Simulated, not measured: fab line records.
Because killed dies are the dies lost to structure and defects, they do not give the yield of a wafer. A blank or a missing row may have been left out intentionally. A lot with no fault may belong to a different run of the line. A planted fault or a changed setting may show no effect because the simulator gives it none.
fab line records + flow nand_harc
record
- lots=5
- wafers=15
- last_day=31
route steps=1302 shown P_M2@324 END@1302
lots that met no fault: taken from a fault-free run of the same line
start_h: start of the lot's first displayed wafer, in hours after the record's first day + wait_h: hours since the lot's step before + " same as the row above + L1.1+2: a row that stands for several wafers + - either no value or no given start + * or withheld: withheld + < > ~ a bound
route shown NAME@n: a module of which the file shows steps, and the number in the route of the first + usual: mean/standard deviation of fault-free wafers + same: alike in all rows + chamber/n: place in a boat + sites: readings site by site + _std_site: their standard deviation + _edge_site: mean of outer sites minus mean of inner sites + radius_mm: for every site, how far away it sits from the centre of the wafer + mask NAME#n: copy n + behind: the last tool/chamber to shape the wafer + hold: reason for holding the lot/hours on hold/outcome of the hold + device: the transistor (n, p or np) that didn't switch + end of line: the tests these same wafers got at the end of their route + step lacking rows: just its recipe + killed: dies lost to structure and defects at the first sort, not the wafer's yield + map: per-die view of a wafer (x killed, . not killed, _ where there is no die)
set.NAME: the setting that was run; set.NAME@STEP: the one run at that earlier step + model.NAME: the simulator's own value behind a step, which no gauge read
lots seen at some steps along the route; tables by step, rows by wafer
services: when a tool's chamber went out of use (start_h, in hours from the record's first day, below 0 if earlier), for how many hours, and the reason
## steps
# step NHARC_P_M2_EBR_05
# step NHARC_P_M2_EXPOSE_06
# recipe
- na=1.35
- target_cd_nm=170
- dose_mj=80.78
- mask_id=P_M2
# step NHARC_P_M2_PEB_07
# recipe
- peb_temp_c=100
- peb_time_s=65
# step NHARC_P_M2_DEVELOP_08
# recipe
- develop_time_s=35
- dev_temp_c=23
# step NHARC_P_M2_CD_MEAS_09
# recipe
- target_cd_nm=170
- landing_energy_ev=500
# usual
- cd_nm=170.3/0.51
| lot.wafer | tool      | chamber | start_h | wait_h | cd_nm |
|-----------|-----------|---------|---------|--------|-------|
| L224.2    | cd_sem-01 | 0       | 146.89  | -      | 170.4 |
| L224.3    | "         | 0       | "       | "      | 169.4 |
| L224.6    | "         | 0       | "       | "      | 169.6 |
| L227.2    | cd_sem-01 | 0       | 179.21  | -      | 170.3 |
| L227.4    | "         | 0       | "       | "      | 169.9 |
| L227.5    | "         | 0       | "       | "      | 170.0 |
| L230.1    | cd_sem-03 | 0       | 215.76  | -      | 169.6 |
| L230.2    | "         | 0       | "       | "      | 169.5 |
| L230.5    | "         | 0       | "       | "      | 170.5 |
| L238.2    | cd_sem-02 | 0       | 291.69  | -      | 170.2 |
| L238.3    | "         | 0       | "       | "      | 170.3 |
| L238.4    | "         | 0       | "       | "      | 171.2 |
| L239.1    | cd_sem-03 | 0       | 295.26  | -      | 170.8 |
| L239.4    | "         | 0       | "       | "      | 169.9 |
| L239.5    | "         | 0       | "       | "      | 170.9 |
# step NHARC_P_M2_OVL_MEAS_10
# recipe
- pitch_nm=340
# usual
- overlay_x_nm=0.0/0.97
- overlay_y_nm=0.1/0.87
| lot.wafer | tool       | chamber | start_h | wait_h | overlay_x_nm | overlay_y_nm |
|-----------|------------|---------|---------|--------|--------------|--------------|
| L224.2    | overlay-01 | -       | 146.97  | -      | 2.2          | 0.7          |
| L224.3    | "          | -       | "       | "      | 2.7          | 1.2          |
| L224.6    | "          | -       | "       | "      | 2.7          | 1.0          |
| L227.2    | overlay-01 | -       | 179.30  | -      | -1.1         | -0.3         |
| L227.4    | "          | -       | "       | "      | -1.6         | 0.0          |
| L227.5    | "          | -       | "       | "      | -1.3         | 0.6          |
| L230.1    | overlay-01 | -       | 215.85  | -      | 0.7          | -0.6         |
| L230.2    | "          | -       | "       | "      | 1.0          | -0.4         |
| L230.5    | "          | -       | "       | "      | 0.5          | -0.4         |
| L238.2    | overlay-02 | -       | 291.78  | -      | -1.1         | -0.1         |
| L238.3    | "          | -       | "       | "      | -0.9         | -0.2         |
| L238.4    | "          | -       | "       | "      | -1.1         | 0.2          |
| L239.1    | overlay-02 | -       | 295.35  | -      | -0.3         | 1.4          |
| L239.4    | "          | -       | "       | "      | -0.1         | 0.6          |
| L239.5    | "          | -       | "       | "      | -0.8         | 0.9          |
# step NHARC_P_M2_INSPECT_11
# usual
- raw_defect_count=5.1/3
| lot.wafer | tool              | chamber | start_h | wait_h | raw_defect_count |
|-----------|-------------------|---------|---------|--------|------------------|
| L224.2    | defect_inspect-02 | -       | 147.01  | 0.0    | 8                |
| L224.3    | "                 | -       | "       | "      | 10               |
| L224.6    | "                 | -       | "       | "      | 13               |
| L227.2    | defect_inspect-01 | -       | 179.33  | 0.0    | 2                |
| L227.4    | "                 | -       | "       | "      | 3                |
| L227.5    | "                 | -       | "       | "      | 6                |
| L230.1    | defect_inspect-02 | -       | 215.88  | 0.0    | 11               |
| L230.2    | "                 | -       | "       | "      | 7                |
| L230.5    | "                 | -       | "       | "      | 14               |
| L238.2    | defect_inspect-02 | -       | 291.82  | 0.0    | 7                |
| L238.3    | "                 | -       | "       | "      | 0                |
| L238.4    | "                 | -       | "       | "      | 3                |
| L239.1    | defect_inspect-01 | -       | 295.39  | 0.0    | 2                |
| L239.4    | "                 | -       | "       | "      | 4                |
| L239.5    | "                 | -       | "       | "      | 5                |
# step NHARC_P_M2_DESCUM_14
# recipe
- time_s=3
- o2_flow_sccm=200
- ar_flow_sccm=0
- bias_power_w=0
- chemistry=O2
# usual
- drypump_motor_current_A=5.8/0.4
- oes_product_au=1.003/0.011
- rf_vpp_V=57.6/0.93
- showerhead_plenum_p_Torr=1.89/0.095
- throttle_valve_pct=11.312/0.0095
| lot.wafer | tool        | chamber | start_h | wait_h | drypump_motor_current_A | oes_product_au | rf_hours_counter_h | rf_vpp_V | showerhead_plenum_p_Torr | throttle_valve_pct |
|-----------|-------------|---------|---------|--------|-------------------------|----------------|--------------------|----------|--------------------------|--------------------|
| L224.2    | rie_diel-03 | 2       | 147.08  | 0.1    | 5.7                     | 1.001          | 2.2                | 57.0     | 1.80                     | 11.313             |
| L224.3    | "           | 3       | "       | "      | 6.6                     | 0.989          | 2.0                | 57.4     | 1.89                     | 11.310             |
| L224.6    | "           | 1       | "       | "      | 4.8                     | 0.985          | -                  | 57.1     | 1.83                     | 11.309             |
| L227.4    | rie_diel-07 | 1       | 179.39  | 0.1    | 6.2                     | 1.027          | 2.7                | 58.5     | 2.03                     | 11.324             |
| L227.2    | "           | 2       | "       | "      | 5.8                     | 1.009          | 2.5                | 57.8     | 1.97                     | 11.311             |
| L227.5    | "           | 2       | "       | "      | 5.9                     | 0.996          | -                  | 56.9     | 1.97                     | 11.309             |
| L230.2    | rie_diel-03 | 0       | 215.94  | 0.1    | 5.2                     | 1.016          | 3.1                | 56.7     | 1.83                     | 11.300             |
| L230.1    | "           | 1       | "       | "      | 4.8                     | 1.016          | 3.6                | 58.3     | 1.83                     | 11.309             |
| L230.5    | "           | 0       | "       | "      | 5.2                     | 1.015          | -                  | 57.9     | 1.83                     | 11.307             |
| L238.3    | rie_diel-01 | 1       | 291.88  | 0.1    | 5.9                     | 0.997          | 3.8                | 57.9     | 1.79                     | 11.312             |
| L238.2    | "           | 2       | "       | "      | 5.6                     | 1.014          | 3.5                | 58.1     | 1.79                     | 11.310             |
| L238.4    | "           | 3       | "       | "      | 6.0                     | 1.006          | 3.3                | 57.1     | 1.80                     | 11.312             |
| L239.1    | rie_diel-01 | 3       | 295.45  | 0.1    | 6.0                     | 1.009          | 3.4                | 57.1     | 1.80                     | 11.308             |
| L239.4    | "           | 2       | "       | "      | 5.6                     | 1.009          | 3.7                | 54.7     | 1.79                     | 11.293             |
| L239.5    | "           | 3       | "       | "      | 6.0                     | 1.021          | -                  | 57.5     | 1.80                     | 11.306             |
# step NHARC_P_M2_ETCH_35
# recipe
- target_depth_a=400
- overetch_a=120
- time_s=43.94
- ion_energy_ev=200
- n2_flow_sccm=150
- h2_flow_sccm=150
- ar_flow_sccm=0
- rf_w=400
- bias_w=150
- chemistry=N2/H2
# usual
- drypump_motor_current_A=5.8/0.4
- oes_product_au=1.003/0.01
- rf_vpp_V=430/3.1
- showerhead_plenum_p_Torr=2.01/0.11
- throttle_valve_pct=14.172/0.0087
| lot.wafer | tool        | chamber | start_h | wait_h | drypump_motor_current_A | oes_product_au | rf_hours_counter_h | rf_vpp_V | showerhead_plenum_p_Torr | throttle_valve_pct |
|-----------|-------------|---------|---------|--------|-------------------------|----------------|--------------------|----------|--------------------------|--------------------|
| L224.3    | rie_diel-03 | 0       | 147.15  | 0.1    | 5.2                     | 1.005          | 1.5                | 428      | 1.95                     | 14.176             |
| L224.2    | "           | 1       | "       | "      | 4.9                     | 0.988          | 1.6                | 429      | 1.95                     | 14.154             |
| L224.6    | "           | 0       | "       | "      | 5.2                     | 1.012          | -                  | 428      | 1.95                     | 14.151             |
| L227.2    | rie_diel-07 | 0       | 179.49  | 0.1    | 5.8                     | 1.007          | 2.9                | 434      | 2.13                     | 14.166             |
| L227.4    | "           | 1       | "       | "      | 6.2                     | 1.014          | 2.7                | 434      | 2.16                     | 14.194             |
| L227.5    | "           | 0       | "       | "      | 5.8                     | 1.014          | -                  | 435      | 2.13                     | 14.159             |
| L230.1    | rie_diel-03 | 1       | 216.03  | 0.1    | 4.9                     | 1.007          | 3.6                | 428      | 1.95                     | 14.170             |
| L230.2    | "           | 3       | "       | "      | 6.6                     | 1.008          | 3.8                | 431      | 2.01                     | 14.171             |
| L230.5    | "           | 1       | "       | "      | 4.9                     | 0.999          | -                  | 429      | 1.95                     | 14.183             |
| L238.3    | rie_diel-01 | 2       | 291.96  | 0.1    | 5.7                     | 1.014          | 3.6                | 427      | 1.91                     | 14.161             |
| L238.4    | "           | 3       | "       | "      | 6.0                     | 1.009          | 3.3                | 428      | 1.92                     | 14.181             |
| L238.2    | "           | 1       | "       | "      | 5.9                     | 1.000          | 3.8                | 427      | 1.91                     | 14.184             |
| L239.1    | rie_diel-01 | 2       | 295.53  | 0.1    | 5.7                     | 1.010          | 3.7                | 426      | 1.91                     | 14.173             |
| L239.4    | "           | 3       | "       | "      | 6.0                     | 1.000          | 3.4                | 428      | 1.92                     | 14.188             |
| L239.5    | "           | 3       | "       | "      | 6.0                     | 1.005          | -                  | 426      | 1.92                     | 14.174             |
# step NHARC_P_M2_ETCH_15
# recipe
- target_depth_a=1825
- time_s=91.2
- c4f8_flow_sccm=withheld
- ar_flow_sccm=400
- rf_w=600
- bias_w=300
- chemistry=C4F8/Ar
# usual
- oes_product_au=0.939/0.022
- rf_vpp_V=439.9/2.9
| lot.wafer | tool        | chamber | start_h | wait_h | oes_product_au | rf_hours_counter_h | rf_vpp_V |
|-----------|-------------|---------|---------|--------|----------------|--------------------|----------|
| L224.3    | rie_diel-03 | 1       | -       | -      | 0.919          | 1.6                | 436.8    |
| L224.2    | "           | 0       | "       | "      | 0.932          | 1.5                | 437.4    |
| L224.6    | "           | 2       | "       | "      | 0.940          | -                  | 438.3    |
| L227.2    | rie_diel-07 | 3       | -       | -      | 0.920          | 2.7                | 446.1    |
| L227.4    | "           | 0       | "       | "      | 0.924          | 2.9                | 443.7    |
| L227.5    | "           | 2       | "       | "      | 0.924          | -                  | 442.1    |
| L230.2    | rie_diel-03 | 0       | -       | -      | 0.937          | 3.2                | 439.9    |
| L230.1    | "           | 1       | "       | "      | 0.930          | 3.7                | 439.0    |
| L230.5    | "           | 0       | "       | "      | 0.940          | -                  | 438.4    |
| L238.4    | rie_diel-01 | 0       | -       | -      | 0.943          | 3.5                | 440.6    |
| L238.2    | "           | 1       | "       | "      | 0.932          | 3.8                | 437.8    |
| L238.3    | "           | 2       | "       | "      | 0.960          | 3.6                | 435.8    |
| L239.1    | rie_diel-01 | 3       | -       | -      | 0.969          | 3.5                | 436.2    |
| L239.4    | "           | 0       | "       | "      | 0.947          | 3.7                | 440.1    |
| L239.5    | "           | 2       | "       | "      | 0.984          | -                  | 437.6    |
# step NHARC_P_M2_CD_MEAS_16
# usual
- cd_nm=170.3/0.88
| lot.wafer | tool      | chamber | start_h | wait_h | cd_nm |
|-----------|-----------|---------|---------|--------|-------|
| L224.2    | cd_sem-02 | -       | 147.37  | -      | 171.2 |
| L224.3    | "         | -       | "       | "      | 169.5 |
| L224.6    | "         | -       | "       | "      | 169.3 |
| L227.2    | cd_sem-03 | -       | 179.71  | -      | 169.8 |
| L227.4    | "         | -       | "       | "      | 169.6 |
| L227.5    | "         | -       | "       | "      | 170.2 |
| L230.1    | cd_sem-03 | -       | 216.24  | -      | 169.4 |
| L230.2    | "         | -       | "       | "      | 170.0 |
| L230.5    | "         | -       | "       | "      | 170.7 |
| L238.2    | cd_sem-03 | -       | 292.19  | -      | 171.2 |
| L238.3    | "         | -       | "       | "      | 170.9 |
| L238.4    | "         | -       | "       | "      | 170.6 |
| L239.1    | cd_sem-03 | -       | 295.75  | -      | 170.7 |
| L239.4    | "         | -       | "       | "      | 169.4 |
| L239.5    | "         | -       | "       | "      | 171.4 |
# step NHARC_P_M2_STRIP_18
# recipe
- power_w=1000
- n2_flow_sccm=150
- h2_flow_sccm=150
- ar_flow_sccm=0
- bias_w=0
- chemistry=N2/H2
# usual
- drypump_motor_current_A=5.8/0.45
- oes_product_au=1.001/0.011
- rf_vpp_V=90.4/1
- showerhead_plenum_p_Torr=1.98/0.084
- throttle_valve_pct=14.171/0.0083
| lot.wafer | tool        | chamber | start_h | wait_h | drypump_motor_current_A | oes_product_au | rf_hours_counter_h | rf_vpp_V | showerhead_plenum_p_Torr | throttle_valve_pct |
|-----------|-------------|---------|---------|--------|-------------------------|----------------|--------------------|----------|--------------------------|--------------------|
| L224.2    | rie_diel-07 | 2       | 147.47  | 0.1    | 5.8                     | 0.982          | 0.5                | 90.7     | 2.11                     | 14.161             |
| L224.3    | "           | 0       | "       | "      | 5.8                     | 1.010          | 0.4                | 91.1     | 2.13                     | 14.170             |
| L224.6    | "           | 1       | "       | "      | 6.2                     | 1.023          | -                  | 90.9     | 2.16                     | 14.179             |
| L227.2    | rie_diel-01 | 0       | 179.79  | 0.1    | 6.0                     | 1.007          | 7.1                | 90.8     | 2.01                     | 14.172             |
| L227.4    | "           | 1       | "       | "      | 5.9                     | 1.000          | 7.0                | 89.1     | 1.91                     | 14.169             |
| L227.5    | "           | 0       | "       | "      | 6.0                     | 0.990          | -                  | 89.7     | 2.01                     | 14.174             |
| L230.1    | rie_diel-01 | 2       | 216.32  | 0.1    | 5.7                     | 1.020          | 0.0                | 90.7     | 1.91                     | 14.180             |
| L230.2    | "           | 3       | "       | "      | 6.0                     | 1.018          | 0.0                | 90.0     | 1.92                     | 14.159             |
| L230.5    | "           | 2       | "       | "      | 5.7                     | 1.011          | -                  | 90.2     | 1.91                     | 14.164             |
| L238.2    | rie_diel-01 | 1       | 292.26  | 0.1    | 6.0                     | 0.994          | 3.8                | 90.0     | 1.91                     | 14.164             |
| L238.3    | "           | 2       | "       | "      | 5.6                     | 1.010          | 3.6                | 88.2     | 1.91                     | 14.168             |
| L238.4    | "           | 3       | "       | "      | 6.0                     | 1.007          | 3.4                | 88.3     | 1.92                     | 14.174             |
| L239.4    | rie_diel-03 | 3       | 295.83  | 0.1    | 6.6                     | 1.005          | 0.2                | 88.6     | 2.01                     | 14.170             |
| L239.1    | "           | 0       | "       | "      | 5.2                     | 0.994          | 0.3                | 90.8     | 1.95                     | 14.157             |
| L239.5    | "           | 0       | "       | "      | 5.2                     | 0.986          | -                  | 91.6     | 1.95                     | 14.170             |
# step NHARC_P_M2_ETCH_28
# recipe
- target_depth_a=300
- over_etch_frac=0.3
- time_s=72.99
- ion_energy_ev=150
- cf4_flow_sccm=50
- n2_flow_sccm=100
- ar_flow_sccm=150
- rf_w=300
- bias_w=100
- chemistry=CF4/N2
# usual
- drypump_motor_current_A=5.7/0.47
- oes_product_au=1.001/0.01
- rf_vpp_V=312.9/2
- showerhead_plenum_p_Torr=2.55/0.1
- throttle_valve_pct=19.795/0.009
| lot.wafer | tool        | chamber | start_h | wait_h | drypump_motor_current_A | oes_product_au | rf_hours_counter_h | rf_vpp_V | showerhead_plenum_p_Torr | throttle_valve_pct |
|-----------|-------------|---------|---------|--------|-------------------------|----------------|--------------------|----------|--------------------------|--------------------|
| L224.3    | rie_diel-07 | 2       | 147.69  | -      | 5.9                     | 0.985          | 0.5                | 315.1    | 2.70                     | 19.794             |
| L224.2    | "           | 3       | "       | "      | 5.2                     | 1.000          | 0.5                | 317.5    | 2.81                     | 19.792             |
| L224.6    | "           | 2       | "       | "      | 5.8                     | 0.987          | -                  | 314.8    | 2.70                     | 19.801             |
| L227.4    | rie_diel-01 | 0       | 180.05  | -      | 5.9                     | 0.994          | 7.1                | 314.7    | 2.59                     | 19.791             |
| L227.2    | "           | 1       | "       | "      | 6.0                     | 1.005          | 7.0                | 312.6    | 2.47                     | 19.787             |
| L227.5    | "           | 2       | "       | "      | 5.6                     | 1.003          | -                  | 310.6    | 2.47                     | 19.790             |
| L230.1    | rie_diel-01 | 2       | 216.57  | -      | 5.7                     | 0.868          | 0.1                | 311.7    | 2.47                     | 19.790             |
| L230.2    | "           | 3       | "       | "      | 6.0                     | 1.006          | 0.1                | 312.5    | 2.48                     | 19.794             |
| L230.5    | "           | 2       | "       | "      | 5.7                     | 0.870          | -                  | 312.6    | 2.47                     | 19.798             |
| L238.4    | rie_diel-01 | 2       | 292.51  | -      | 5.7                     | 1.004          | 3.7                | 310.9    | 2.47                     | 19.798             |
| L238.2    | "           | 3       | "       | "      | 6.1                     | 1.015          | 3.4                | 312.5    | 2.48                     | 19.792             |
| L238.3    | "           | 0       | "       | "      | 5.9                     | 0.986          | 3.6                | 314.1    | 2.59                     | 19.811             |
| L239.1    | rie_diel-03 | 1       | 296.08  | -      | 4.8                     | 0.984          | 0.3                | 312.5    | 2.52                     | 19.806             |
| L239.4    | "           | 2       | "       | "      | 5.7                     | 1.004          | 0.2                | 311.7    | 2.47                     | 19.804             |
| L239.5    | "           | 3       | "       | "      | 6.6                     | 1.000          | -                  | 313.1    | 2.59                     | 19.798             |
# step NHARC_P_M2_STRIP_19
# recipe
- time_s=600
- temp_c=30
- chemistry=post_etch_residue_remover
# step NHARC_END_SORT_01
# recipe
- temp_c=25
# usual
- defect_limited_yield=90.6/2.6
- killed_at_array=58/18
- killed_at_other=1.0/1.5
- killed_at_periphery=4/3.1
- killed_dies=64/18
- killed_open=3.4/1.9
- killed_short=2.7/1.7
# same
- gross_dies=677
| lot.wafer | tool      | chamber | start_h | wait_h | defect_limited_yield[%] | killed_at_array | killed_at_other | killed_at_periphery | killed_dies | killed_open | killed_short |
|-----------|-----------|---------|---------|--------|-------------------------|-----------------|-----------------|---------------------|-------------|-------------|--------------|
| L224.2    | prober-02 | 0       | 593.89  | 2.8    | 92.2                    | 42              | 3               | 8                   | 53          | 2           | 4            |
| L224.3    | prober-02 | 0       | 594.68  | 3.1    | 93.6                    | 39              | 0               | 4                   | 43          | 6           | 2            |
| L224.6    | prober-02 | 0       | 597.05  | 4.0    | 93.5                    | 30              | 2               | 12                  | 44          | 1           | 2            |
| L230.1    | prober-01 | 0       | 662.41  | 2.5    | 84.9                    | 90              | 3               | 9                   | 102         | 3           | 0            |
| L230.2    | prober-01 | 0       | 663.22  | 2.8    | 88.0                    | 67              | 7               | 7                   | 81          | 3           | 2            |
| L230.5    | prober-01 | 0       | 665.65  | 3.7    | 85.7                    | 80              | 3               | 14                  | 97          | 1           | 2            |
| L239.1    | prober-02 | 0       | 728.92  | 2.5    | 89.1                    | 71              | 1               | 2                   | 74          | 0           | 1            |
| L239.4    | prober-02 | 0       | 731.31  | 3.4    | 89.1                    | 70              | 0               | 4                   | 74          | 4           | 2            |
| L239.5    | prober-02 | 0       | 732.11  | 3.7    | 89.8                    | 65              | 0               | 4                   | 69          | 4           | 4            |
# killed by level:class
L224.2 A_SLIT:chamber_film_flake=25 A_CHANNEL_HOLE_D2:chamber_film_flake=6 P_GATE:chamber_film_flake=4 A_CONTACT:chamber_film_flake=4 A_STAIRCASE:chamber_film_flake=3 THIN_TSV:chamber_film_flake=3 P_M0:geometric_particle:open=2 P_CONTACT:geometric_particle:short=1
L224.3 A_SLIT:chamber_film_flake=20 A_CHANNEL_HOLE_D2:chamber_film_flake=6 P_GATE:chamber_film_flake=4 A_ONON_D2:geometric_particle:open=2 A_CHANNEL_FILL_D1:geometric_particle:short=1 A_CHANNEL_FILL_D1:geometric_particle:open=1 A_DECK1_JOINT:geometric_particle:open=1 A_CHANNEL_HOLE_D2:geometric_particle:open=1
L224.6 A_SLIT:chamber_film_flake=16 P_GATE:chamber_film_flake=10 A_CHANNEL_HOLE_D2:chamber_film_flake=8 A_CHANNEL_HOLE_D1:chamber_film_flake=2 A_CHANNEL_FILL_D1:geometric_particle:open=1 A_CHANNEL_HOLE_D2:geometric_particle:short=1 P_ZERO_WELL:chamber_film_flake=1 P_BONDPAD:chamber_film_flake=1
L230.1 A_CHANNEL_HOLE_D1:chamber_film_flake=39 A_SLIT:chamber_film_flake=28 A_CHANNEL_HOLE_D2:chamber_film_flake=13 P_CONTACT:chamber_film_flake=7 A_DECK1_JOINT:chamber_film_flake=3 THIN_TSV:chamber_film_flake=3 A_CONTACT:chamber_film_flake=2 P_M0:geometric_particle:open=1
L230.2 A_SLIT:chamber_film_flake=27 A_CHANNEL_HOLE_D1:chamber_film_flake=20 A_CHANNEL_HOLE_D2:chamber_film_flake=8 THIN_TSV:chamber_film_flake=7 P_M2:chamber_film_flake=3 A_SGD_CUT:chamber_film_flake=3 A_DECK1_JOINT:chamber_film_flake=2 A_CONTACT:chamber_film_flake=2
L230.5 A_CHANNEL_HOLE_D1:chamber_film_flake=31 A_SLIT:chamber_film_flake=26 A_CHANNEL_HOLE_D2:chamber_film_flake=14 P_CONTACT:chamber_film_flake=12 A_CONTACT:chamber_film_flake=5 THIN_TSV:chamber_film_flake=3 A_M1:chamber_film_flake=2 P_M0:geometric_particle:open=1
L239.1 A_SLIT:chamber_film_flake=29 A_CHANNEL_HOLE_D2:chamber_film_flake=20 A_CONTACT:chamber_film_flake=8 A_STAIRCASE:chamber_film_flake=6 A_CHANNEL_HOLE_D1:chamber_film_flake=4 A_CHANNEL_FILL_D1:chamber_film_flake=3 A_CHANNEL_FILL_D1:geometric_particle:short=1 P_M0:chamber_film_flake=1
L239.4 A_SLIT:chamber_film_flake=31 A_CHANNEL_HOLE_D2:chamber_film_flake=11 A_CONTACT:chamber_film_flake=10 A_CHANNEL_HOLE_D1:chamber_film_flake=6 A_M0:geometric_particle:open=3 A_CHANNEL_FILL_D1:chamber_film_flake=3 A_STAIRCASE:chamber_film_flake=3 A_WL_FILL:geometric_particle:short=2
L239.5 A_SLIT:chamber_film_flake=18 A_CHANNEL_HOLE_D2:chamber_film_flake=16 A_CONTACT:chamber_film_flake=8 A_CHANNEL_HOLE_D1:chamber_film_flake=7 A_STAIRCASE:chamber_film_flake=7 P_ZERO_WELL:chamber_film_flake=2 P_M0:geometric_particle:short=1 A_ONON_D1:geometric_particle:short=1
## services
| tool        | chamber | start_h | hours | kind       |
|-------------|---------|---------|-------|------------|
| rie_diel-01 | 0       | 134.04  | -     | clean      |
| rie_diel-01 | 1       | 134.04  | -     | clean      |
| rie_diel-01 | 2       | 134.04  | -     | clean      |
| rie_diel-01 | 3       | 134.04  | -     | clean      |
| rie_diel-01 | 0       | 158.54  | -     | clean      |
| rie_diel-01 | 1       | 158.54  | -     | clean      |
| rie_diel-01 | 2       | 158.54  | -     | clean      |
| rie_diel-01 | 3       | 158.54  | -     | clean      |
| rie_diel-03 | -       | 159.69  | 21.3  | repair     |
| rie_diel-01 | 0       | 183.05  | -     | clean      |
| rie_diel-01 | 1       | 183.05  | -     | clean      |
| rie_diel-01 | 2       | 183.05  | -     | clean      |
| rie_diel-01 | 3       | 183.05  | -     | clean      |
| rie_diel-03 | 2       | 202.87  | 11.6  | repair     |
| rie_diel-01 | -       | 203.90  | 9.0   | pm         |
| rie_diel-01 | 0       | 203.90  | 9.0   | vent_cycle |
| rie_diel-01 | 1       | 203.90  | 9.0   | vent_cycle |
| rie_diel-01 | 2       | 203.90  | 9.0   | vent_cycle |
| rie_diel-01 | 3       | 203.90  | 9.0   | vent_cycle |
| rie_diel-07 | 1       | 256.65  | 3.3   | repair     |
| rie_diel-03 | 0       | 269.32  | 4.4   | repair     |
| rie_diel-01 | -       | 280.73  | 0.5   | repair     |
| rie_diel-03 | -       | 281.30  | 9.0   | pm         |
| rie_diel-07 | -       | 294.20  | 9.0   | pm         |
## key
first_sign
- step=NHARC_P_M2_ETCH_28
- reading=oes_product_au
- direction=down
- sigmas=13
- usual=1.001
- struck=0.869
effect none on later readings
met_at NHARC_P_M2_ETCH_28
struck_wafers L230.1,L230.5
onset_between 180.05 216.57
fault
- kind=process_parameter_drift
- tool=rie_diel-01
- chamber=-
- onset_h=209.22
- steps=NHARC_P_M2_ETCH_28
- channel=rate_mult
- offset=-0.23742
- shape=step
- end_h=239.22
- scope=struck_wafers_only
